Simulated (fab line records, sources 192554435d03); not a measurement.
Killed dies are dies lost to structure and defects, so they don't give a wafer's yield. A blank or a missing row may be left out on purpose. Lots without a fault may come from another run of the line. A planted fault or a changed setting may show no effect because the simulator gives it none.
fab line records | flow n5_finfet
record lots=11 wafers=33 last_day=19
route steps=1938 shown BEOL_M8@1352
lots that met no fault: from a run of the same line without faults
start_h: hours from the record's first day to the start of the lot's first wafer shown | wait_h: hours since the lot's step before | " the same as in the row above | L1.1+2: a row that stands for several wafers | - no value, or no start given | * or withheld: withheld | < > ~ a bound
route shown NAME@n: a module of which the file shows steps, and the number in the route of the first | usual: mean/standard deviation of fault-free wafers | same: alike in all rows | chamber/n: place in a boat | sites: the reading at each site | _std_site: their standard deviation | _edge_site: outer sites' mean less inner sites' | radius_mm: how far each site lies from the wafer's centre | mask NAME#n: copy n | behind: the tool/chamber that last shaped the wafer | hold: why the lot was held/for how many hours/how that ended | device: the transistor (n, p or np) that didn't switch | end of line: the same wafers' tests at the end of the route | a step without rows: its recipe alone | killed: dies lost to structure and defects at the first sort, not the wafer's yield | map: a wafer's dies, x killed, . not, _ none there
set.NAME: the setting as run; set.NAME@STEP: as run at that earlier step | model.NAME: the simulator's own value behind a step, which no gauge read
steps of the route over a sample of lots; a table a step, a row a wafer
services: from which hour (start_h, from the record's first day; less than 0 if before it) a tool's chamber was out of use, for how many hours, and why
## steps
# step N5_BEOL_M8_STRIP_67
# recipe chemistry=CF4 resist=SiARC power_w=300 bias_power_w=75 pressure_mtorr=50 cf4_flow_sccm=150 rf_frequency_hz=6e+07
# usual drypump_motor_current_A=5.8/0.39 oes_product_au=0.80/0.091 rf_vpp_V=271.6/1.8 showerhead_plenum_p_Torr=1.82/0.07 throttle_valve_pct=13.59/0.28
# columns lot.wafer tool chamber start_h wait_h drypump_motor_current_A oes_product_au rf_hours_counter_h rf_vpp_V showerhead_plenum_p_Torr throttle_valve_pct
L183.1 rie_diel-05 2 205.44 0.0 6.2 0.74 181 273.9 1.85 13.78
L183.2 " 0 " " 6.1 0.69 244 268.5 1.70 13.64
L183.5 " 1 " " 5.5 0.68 - 271.0 1.78 13.90
L185.1 rie_diel-05 1 210.06 0.0 5.5 0.69 239 269.6 1.78 13.92
L185.2 " 0 " " 6.1 0.69 246 267.3 1.70 13.63
L185.5 " 0 " " 6.1 0.69 - 270.6 1.70 13.62
L187.2 rie_diel-03 0 225.96 0.0 6.2 0.69 224 271.6 1.86 13.97
L187.3 " 3 " " 5.1 0.71 206 268.6 1.72 13.96
L187.6 " 1 " " 6.1 0.95 - 270.8 1.77 13.02
L188.1 rie_diel-01 1 236.25 0.0 6.1 0.85 58 271.7 1.80 13.25
L188.2 " 3 " " 5.7 0.87 30 273.4 1.92 13.84
L188.6 " 3 " " 5.7 0.88 - 273.5 1.92 13.82
L189.2 rie_diel-01 3 240.81 0.0 5.7 0.88 32 272.9 1.92 13.82
L189.5 " 0 " " 5.1 0.77 - 271.8 1.88 13.62
L189.6 " 3 " " 5.7 0.89 - 274.3 1.92 13.83
L191.1 rie_diel-01 2 246.66 0.0 5.6 0.85 67 272.2 1.82 13.39
L191.4 " 1 " " 6.1 0.85 61 272.0 1.80 13.25
L191.6 " 0 " " 5.1 0.77 - 272.5 1.88 13.63
L193.2 rie_diel-03 3 249.58 0.0 5.1 0.71 215 268.5 1.72 13.99
L193.4 " 1 " " 6.1 0.95 17 269.4 1.77 13.04
L193.5 " 3 " " 5.1 0.71 - 270.1 1.72 13.98
L192.4 rie_diel-05 2 250.15 0.0 6.1 0.72 - 272.8 1.84 13.83
L192.5 " 0 " " 6.1 0.93 - 272.6 1.90 13.08
L192.6 " 3 " " 6.1 0.71 - 271.1 1.71 13.76
L204.2 rie_diel-01 1 349.88 0.0 6.1 0.80 97 271.7 1.79 13.35
L204.5 " 1 " " 6.1 0.80 - 270.1 1.79 13.33
L204.6 " 2 " " 5.5 0.81 - 272.7 1.81 13.47
L202.1 rie_diel-03 1 350.11 0.0 6.1 0.89 48 270.5 1.76 13.09
L202.4 " 0 " " 6.2 0.94 5 272.1 1.85 13.43
L202.5 " 0 " " 6.2 0.95 - 271.1 1.85 13.45
L205.1 rie_diel-01 3 372.24 0.0 5.7 0.82 72 274.1 1.91 13.92
L205.3 " 1 " " 6.1 0.80 102 273.5 1.79 13.34
L205.6 " 3 " " 5.7 0.82 - 273.3 1.91 13.93
# step N5_BEOL_M8_EXPOSE_25
# recipe mask_id=V7 na=0.33 source_shape=annular sigma_inner=0.4 sigma_outer=0.8 polarization=unpolarized target_cd_nm=40 dose_mj=42.5
# usual exposure_dose_mJ_cm2=42.46/0.041
# same sigma_outer=0.8
# columns lot.wafer tool chamber start_h wait_h mask exposure_dose_mJ_cm2
L183.1 euv_scanner-01 0 206.84 - V7#0 42.43
L183.2 " 0 " " V7#0 42.45
L183.5 " 0 " " V7#0 42.36
L185.1 euv_scanner-02 0 211.85 - V7#0 42.40
L185.2 " 0 " " V7#0 42.41
L185.5 " 0 " " V7#0 42.45
L187.2 euv_scanner-01 0 226.52 - V7#0 42.50
L187.3 " 0 " " V7#0 42.49
L187.6 " 0 " " V7#0 42.46
L188.1 euv_scanner-01 0 236.64 - V7#0 42.45
L188.2 " 0 " " V7#0 42.44
L188.6 " 0 " " V7#0 42.52
L189.2 euv_scanner-01 0 241.45 - V7#0 43.28
L189.5 " 0 " " V7#0 43.26
L189.6 " 0 " " V7#0 43.24
L191.1 euv_scanner-01 0 249.42 - V7#0 43.08
L191.4 " 0 " " V7#0 43.08
L191.6 " 0 " " V7#0 43.10
L193.2 euv_scanner-01 0 255.06 - V7#0 42.99
L193.4 " 0 " " V7#0 42.98
L193.5 " 0 " " V7#0 43.02
L192.4 euv_scanner-01 0 255.12 - V7#0 42.86
L192.5 " 0 " " V7#0 42.99
L192.6 " 0 " " V7#0 42.87
L204.2 euv_scanner-02 0 350.73 - V7#0 42.51
L204.5 " 0 " " V7#0 42.50
L204.6 " 0 " " V7#0 42.49
L202.1 euv_scanner-02 0 350.77 - V7#0 42.51
L202.4 " 0 " " V7#0 42.49
L202.5 " 0 " " V7#0 42.52
L205.1 euv_scanner-02 0 378.63 - V7#0 42.44
L205.3 " 0 " " V7#0 42.42
L205.6 " 0 " " V7#0 42.49
# step N5_BEOL_M8_OVL_MEAS_29
# recipe points_per_wafer=522
# usual V7_OVL=0.4/0.79
# columns lot.wafer tool chamber start_h wait_h V7_OVL[nm]
L183.1 overlay-01 0 207.00 0.0 0.3
L183.2 " 0 " " -0.4
L183.5 " 0 " " 0.4
L185.1 overlay-02 0 212.01 0.0 -0.3
L185.2 " 0 " " -0.9
L185.5 " 0 " " 0.0
L187.2 overlay-01 0 226.68 0.0 0.8
L187.3 " 0 " " 1.2
L187.6 " 0 " " 0.9
L188.1 overlay-01 0 236.81 0.0 0.3
L188.2 " 0 " " 1.6
L188.6 " 0 " " 0.3
L189.2 overlay-01 0 241.61 0.0 1.1
L189.5 " 0 " " 0.2
L189.6 " 0 " " 1.1
L191.1 overlay-01 0 249.58 0.0 -1.0
L191.4 " 0 " " 0.7
L191.6 " 0 " " 0.2
L193.2 overlay-01 0 255.22 0.0 0.7
L193.4 " 0 " " -0.4
L193.5 " 0 " " -0.6
L192.4 overlay-02 0 255.28 0.0 1.0
L192.5 " 0 " " -0.7
L192.6 " 0 " " -0.5
L204.2 overlay-02 0 350.89 0.0 1.1
L204.5 " 0 " " 1.7
L204.6 " 0 " " 0.7
L202.1 overlay-01 0 350.93 0.0 1.0
L202.4 " 0 " " -0.5
L202.5 " 0 " " 1.4
L205.1 overlay-01 0 378.79 0.0 0.2
L205.3 " 0 " " 0.7
L205.6 " 0 " " 1.1
# step N5_BEOL_M8_DESCUM_33
# recipe chemistry=O2 time_s=7 source_power_w=50 bias_power_w=20 pressure_mtorr=20 rf_frequency_hz=2.712e+07 temp_c=40 resist=CAR-EUV o2_flow_sccm=225
# usual drypump_motor_current_A=5.8/0.42 o2_flow_sccm=225.0/0.68 oes_product_au=0.80/0.11 rf_vpp_V=243.2/1.5 showerhead_plenum_p_Torr=2.10/0.087 throttle_valve_pct=20.4/0.3
# columns lot.wafer tool chamber start_h wait_h drypump_motor_current_A o2_flow_sccm oes_product_au rf_hours_counter_h rf_vpp_V showerhead_plenum_p_Torr throttle_valve_pct
L183.1 rie_diel-05 3 207.28 0.2 6.1 225.4 0.71 211 240.1 2.00 20.5
L183.2 " 0 " " 6.1 224.6 0.69 245 241.7 1.98 20.4
L183.5 " 0 " " 6.1 225.0 0.68 - 241.4 1.98 20.4
L185.1 rie_diel-03 3 212.84 0.8 5.1 224.3 0.71 200 243.0 1.99 20.7
L185.2 " 0 " " 6.2 224.8 0.69 218 243.9 2.16 20.7
L185.5 " 3 " " 5.1 224.9 0.71 - 242.3 1.99 20.7
L187.2 rie_diel-05 2 226.77 0.0 6.1 224.7 0.73 190 243.8 2.17 20.7
L187.3 " 3 " " 6.1 225.1 0.71 219 241.2 2.00 20.5
L187.6 " 1 " " 5.5 225.1 0.67 - 242.1 2.05 20.6
L188.1 rie_diel-01 3 237.08 0.2 5.7 225.1 0.88 31 245.0 2.22 20.7
L188.2 " 2 " " 5.5 226.0 0.85 64 244.6 2.12 20.3
L188.6 " 1 " " 6.1 225.4 0.85 - 242.6 2.12 20.1
L189.2 rie_diel-03 0 242.06 0.4 6.2 225.0 0.68 230 244.1 2.16 20.7
L189.5 " 2 " " 5.2 225.0 0.97 - 241.9 2.07 20.5
L189.6 " 3 " " 5.1 225.9 0.70 - 240.7 1.98 20.8
L191.1 rie_diel-01 3 249.68 0.0 5.7 225.4 0.89 35 246.0 2.22 20.7
L191.4 " 0 " " 5.1 224.0 0.76 125 244.8 2.19 20.5
L191.6 " 2 " " 5.6 224.9 0.85 - 243.8 2.12 20.3
L193.2 rie_diel-03 1 255.31 0.0 6.1 225.2 0.93 20 243.2 2.05 19.8
L193.4 " 3 " " 5.2 224.6 0.70 217 239.6 1.98 20.8
L193.5 " 2 " " 5.2 225.4 0.96 - 243.1 2.07 20.5
L192.4 rie_diel-03 3 255.71 0.4 5.1 225.2 0.70 217 241.6 1.98 20.8
L192.5 " 3 " " 5.1 225.9 0.69 - 241.1 1.98 20.8
L192.6 " 0 " " 6.2 225.0 0.68 - 242.4 2.16 20.8
L204.2 rie_diel-05 0 350.98 0.0 6.1 225.3 0.86 46 244.1 2.22 20.1
L204.5 " 0 " " 6.1 226.3 0.86 - 246.5 2.22 20.1
L204.6 " 1 " " 5.5 224.8 0.88 - 243.2 2.03 20.2
L202.1 rie_diel-03 2 351.16 0.2 5.2 224.3 0.87 42 242.9 2.06 20.5
L202.4 " 0 " " 6.2 224.8 0.95 5 245.5 2.15 20.3
L202.5 " 3 " " 5.2 226.0 0.97 - 244.6 2.23 20.3
L205.1 rie_diel-01 3 378.88 0.0 5.7 224.7 0.82 74 244.9 2.21 20.8
L205.3 " 2 " " 5.5 225.5 0.81 106 242.7 2.11 20.4
L205.6 " 3 " " 5.7 224.6 0.83 - 244.9 2.21 20.8
## services
# columns tool chamber start_h hours kind
euv_scanner-02 - 185.55 1.0 pm
rie_diel-03 1 192.64 - clean
rie_diel-03 1 192.64 - consumable_replace:focus_ring
rie_diel-03 1 192.64 15.9 scheduled_down
rie_diel-03 1 192.64 15.9 vent_cycle
rie_diel-01 - 216.73 1.2 repair
euv_scanner-01 - 218.91 0.8 repair
euv_scanner-01 - 232.33 1.0 pm
rie_diel-05 1 237.91 6.5 repair
euv_scanner-02 - 241.10 12.0 pm
euv_scanner-01 - 252.45 0.2 repair
euv_scanner-02 - 253.10 1.0 pm
rie_diel-03 0 258.93 7.9 repair
rie_diel-03 1 266.71 8.6 repair
rie_diel-03 1 289.50 8.2 repair
euv_scanner-01 - 292.07 1.0 pm
euv_scanner-02 - 297.85 1.0 pm
euv_scanner-01 - 308.43 4.6 pm
rie_diel-05 1 308.63 4.9 repair
rie_diel-03 2 309.62 9.7 repair
rie_diel-05 1 329.31 1.2 repair
euv_scanner-01 - 344.63 1.0 pm
euv_scanner-02 - 354.00 1.0 pm
euv_scanner-01 - 355.01 5.8 pm
## key
first_sign step=N5_BEOL_M8_EXPOSE_25 reading=exposure_dose_mJ_cm2 direction=up sigmas=15 usual=42.46 struck=43.06
effect none on later readings
met_at N5_BEOL_M8_EXPOSE_25
struck_lots L189,L191,L192,L193
loop_trim step=N5_BEOL_M8_EXPOSE_25 setting=dose lots=L191,L192,L193
not_acting_at N5_BEOL_M8_STRIP_67,N5_BEOL_M8_OVL_MEAS_29,N5_BEOL_M8_DESCUM_33
onset_between 236.64 241.45
fault kind=process_parameter_drift tool=euv_scanner-01 chamber=- onset_h=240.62 steps=N5_BEOL_M8_EXPOSE_25 channel=dose_mj offset=0.78986 shape=step acts_in=these_recipes_only stated=42.5
# loop_trim: a control loop set the setting to another value than it would have without faults
